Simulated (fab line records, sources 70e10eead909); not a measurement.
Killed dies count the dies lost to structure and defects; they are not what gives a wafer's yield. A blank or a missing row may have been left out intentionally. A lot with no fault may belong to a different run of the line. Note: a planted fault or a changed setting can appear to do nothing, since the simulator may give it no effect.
Matching of chambers / flow nandHarc / rieDiel-06 running NHARC_A_STAIRCASE_TRIM_229: 4 sister chambers
The step chemistry O2, time 211.2 s. 16 wafers are shown with their chamber, then 8 later ones without.

## EACH WAFER AND ITS CHAMBER
wafer=L085.2; chamber=2; showerheadPlenumPTorr (Torr)=3.80; drypumpMotorCurrentA (A)=5.5; oesProductAu (a.u.)=1.005
wafer=L085.3; chamber=0; showerheadPlenumPTorr (Torr)=3.35; drypumpMotorCurrentA (A)=5.7; oesProductAu (a.u.)=0.983
wafer=L085.4; chamber=1; showerheadPlenumPTorr (Torr)=3.43; drypumpMotorCurrentA (A)=5.0; oesProductAu (a.u.)=1.005
wafer=L084.3; chamber=0; showerheadPlenumPTorr (Torr)=3.35; drypumpMotorCurrentA (A)=5.7; oesProductAu (a.u.)=0.985
wafer=L084.4; chamber=1; showerheadPlenumPTorr (Torr)=3.43; drypumpMotorCurrentA (A)=5.0; oesProductAu (a.u.)=1.000
wafer=L084.5; chamber=1; showerheadPlenumPTorr (Torr)=3.43; drypumpMotorCurrentA (A)=5.0; oesProductAu (a.u.)=1.012
wafer=L084.1; chamber=2; showerheadPlenumPTorr (Torr)=3.79; drypumpMotorCurrentA (A)=5.5; oesProductAu (a.u.)=1.006
wafer=L084.2; chamber=3; showerheadPlenumPTorr (Torr)=3.35; drypumpMotorCurrentA (A)=6.1; oesProductAu (a.u.)=0.982
wafer=L084.6; chamber=0; showerheadPlenumPTorr (Torr)=3.35; drypumpMotorCurrentA (A)=5.7; oesProductAu (a.u.)=0.986
wafer=L089.1; chamber=2; showerheadPlenumPTorr (Torr)=3.79; drypumpMotorCurrentA (A)=5.5; oesProductAu (a.u.)=1.006
wafer=L089.2; chamber=3; showerheadPlenumPTorr (Torr)=3.34; drypumpMotorCurrentA (A)=6.1; oesProductAu (a.u.)=1.001
wafer=L089.6; chamber=3; showerheadPlenumPTorr (Torr)=3.34; drypumpMotorCurrentA (A)=6.1; oesProductAu (a.u.)=1.001
wafer=L090.2; chamber=1; showerheadPlenumPTorr (Torr)=3.42; drypumpMotorCurrentA (A)=5.0; oesProductAu (a.u.)=1.006
wafer=L090.5; chamber=2; showerheadPlenumPTorr (Torr)=3.79; drypumpMotorCurrentA (A)=5.6; oesProductAu (a.u.)=0.996
wafer=L090.6; chamber=1; showerheadPlenumPTorr (Torr)=3.42; drypumpMotorCurrentA (A)=5.0; oesProductAu (a.u.)=1.018
wafer=L091.1; chamber=1; showerheadPlenumPTorr (Torr)=3.42; drypumpMotorCurrentA (A)=5.0; oesProductAu (a.u.)=1.010

SIGNATURES (means of the wafers above)
reading=showerheadPlenumPTorr; chamber 0=3.3500; chamber 1=3.4250; chamber 2=3.7925; chamber 3=3.3433; scatter within a chamber=0.00493
reading=drypumpMotorCurrentA; chamber 0=5.700; chamber 1=5.000; chamber 2=5.525; chamber 3=6.100; scatter within a chamber=0.025
reading=oesProductAu; chamber 0=0.98467; chamber 1=1.00850; chamber 2=1.00325; chamber 3=0.99467; scatter within a chamber=0.00653
Rule: for a wafer and a chamber, the distance is found by dividing, reading by reading, the gap between the wafer's reading and the chamber's mean by the reading's scatter, squaring, summing and taking the root. If the next closest chamber is less than 2 further off than the closest, the wafer can't be placed; otherwise it belongs to the closest. The scatter is the square root of a quotient: the sum, over the shown wafers, of each reading's squared deviation from its chamber's mean, divided by wafers minus chambers.

## WAFERS WITHOUT THEIR CHAMBER
wafer=L091.4; showerheadPlenumPTorr (Torr)=3.34; drypumpMotorCurrentA (A)=6.1; oesProductAu (a.u.)=1.000
wafer=L091.5; showerheadPlenumPTorr (Torr)=3.34; drypumpMotorCurrentA (A)=5.7; oesProductAu (a.u.)=0.992
wafer=L091.2; showerheadPlenumPTorr (Torr)=3.34; drypumpMotorCurrentA (A)=5.7; oesProductAu (a.u.)=0.982
wafer=L091.3; showerheadPlenumPTorr (Torr)=3.78; drypumpMotorCurrentA (A)=5.6; oesProductAu (a.u.)=0.992
wafer=L091.6; showerheadPlenumPTorr (Torr)=3.34; drypumpMotorCurrentA (A)=6.1; oesProductAu (a.u.)=1.005
wafer=L093.2; showerheadPlenumPTorr (Torr)=3.34; drypumpMotorCurrentA (A)=5.6; oesProductAu (a.u.)=0.994
wafer=L093.3; showerheadPlenumPTorr (Torr)=3.34; drypumpMotorCurrentA (A)=6.1; oesProductAu (a.u.)=0.998
wafer=L093.5; showerheadPlenumPTorr (Torr)=3.33; drypumpMotorCurrentA (A)=6.1; oesProductAu (a.u.)=0.999

## EACH ONE'S CHAMBER
wafer=L091.4; from the rows above=3; in truth=3
wafer=L091.5; from the rows above=0; in truth=0
wafer=L091.2; from the rows above=0; in truth=0
wafer=L091.3; from the rows above=2; in truth=2
wafer=L091.6; from the rows above=3; in truth=3
wafer=L093.2; from the rows above=0; in truth=0
wafer=L093.3; from the rows above=3; in truth=3
wafer=L093.5; from the rows above=3; in truth=3
Correctly placed: 8 of 8. Number that these rows cannot place: 0. Number placed wrongly: 0.
